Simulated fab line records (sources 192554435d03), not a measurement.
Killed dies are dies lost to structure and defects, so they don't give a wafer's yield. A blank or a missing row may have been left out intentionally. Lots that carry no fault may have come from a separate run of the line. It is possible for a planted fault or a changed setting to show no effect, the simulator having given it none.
Split-lot experiment + flow n5 finfet + on a route of 1938 steps: 7 lots, 21 wafers read

== ON THE SPLIT ==
At N5_BEOL_M5_ETCH_72 (etches underlayer in N2/H2, target depth 6.5 nm, time 5.2 s), the setting bias w was moved away from the recipe's 150 W on 7 of the 21 wafers read, by -16.8% to +11.6%. For the rest of the wafers, this setting stayed at what the recipe calls for.

The reading is taken at the split's own step.

== THE READING ==
rf vpp V, in V, at N5_BEOL_M5_ETCH_72 (etches underlayer in N2/H2, target depth 6.5 nm, time 5.2 s). On this fab line, fault-free wafers typically give 524.6 V with a standard deviation of 2.5 V.

| wafer  | tool, chamber at the split | bias w as run, W | against the recipe | rf vpp V, V | against lot-mates on the recipe |
|--------|----------------------------|------------------|--------------------|-------------|---------------------------------|
| L078.1 | rie diel-03, 1             | 135.8            | -9.5%              | 495.4       | -28.9                           |
| L078.4 | rie diel-03, 3             | 150              | recipe             | 524.4       | -                               |
| L078.5 | rie diel-03, 3             | 150              | recipe             | 524.2       | -                               |
| L081.2 | rie diel-02, 3             | 150              | recipe             | 526.7       | -                               |
| L081.3 | rie diel-02, 0             | 139.1            | -7.3%              | 496.1       | -30.0                           |
| L081.5 | rie diel-02, 2             | 150              | recipe             | 525.5       | -                               |
| L080.3 | rie diel-01, 2             | 150              | recipe             | 524.7       | -                               |
| L080.4 | rie diel-01, 1             | 124.8            | -16.8%             | 467.1       | -57.6                           |
| L080.6 | rie diel-01, 1             | 124.8            | -16.8%             | 465.7       | -59.0                           |
| L088.1 | rie diel-03, 1             | 150              | recipe             | 528.9       | -                               |
| L088.3 | rie diel-03, 3             | 150              | recipe             | 521.6       | -                               |
| L088.5 | rie diel-03, 2             | 150              | recipe             | 522.3       | -                               |
| L091.1 | rie diel-03, 3             | 150              | recipe             | 523.5       | -                               |
| L091.2 | rie diel-03, 0             | 150              | recipe             | 524.9       | -                               |
| L091.6 | rie diel-03, 1             | 150              | recipe             | 526.9       | -                               |
| L093.1 | rie diel-02, 1             | 162.2            | +8.1%              | 552.1       | +29.3                           |
| L093.2 | rie diel-02, 3             | 162.2            | +8.1%              | 554.5       | +31.7                           |
| L093.4 | rie diel-02, 0             | 150              | recipe             | 522.8       | -                               |
| L096.2 | rie diel-02, 1             | 150              | recipe             | 526.1       | -                               |
| L096.5 | rie diel-02, 0             | 167.4            | +11.6%             | 559.0       | +33.2                           |
| L096.6 | rie diel-02, 3             | 150              | recipe             | 525.5       | -                               |

FIT RESULTS
A straight line over all 21 wafers: rf vpp V changes by +3.39 V for each +1% of bias w; r = +1.00; the points scatter about the line by 2.4 V.
The same after taking each lot's own level away (the mean of its wafers on the recipe; 21 wafers): +3.42 V for each +1%; r = +0.99; scatter 2.7 V.
That fit puts the effect of the largest move of bias w on the reading at 57 V.
Across the lots, their own levels run from 522.80 to 526.10 V, a range of 1.3 times the standard deviation given above.
Consequently the slope shifts little with the lot-to-lot level, the two slopes agreeing.
Check: for one of the wafers moved furthest among these (-16.8%), held out of the fit, the line's prediction against its lot-mates is -57.6 V. Against them it came out at -57.6 V.
Tool readings at the split's step, against how far the setting was moved: rf vpp V r = +1.00.

== THESE WAFERS: OTHER SPLITS ==
Note: prior to the reading, these wafers also went through further splits. Each is held against what the fit with the lots' levels taken away leaves over:
| other split on the same wafers | wafers away from the commonest value | r with rf vpp V (lot level and that fit taken away) |
|--------------------------------|--------------------------------------|-----------------------------------------------------|
| N5_BEOL_M4_EXPOSE_08 dose mj   | 11                                   | -0.22                                               |

== THE FILE'S OWN FIT ==
rf vpp V changes by +3.37 V for each +1% of bias w, r = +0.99.
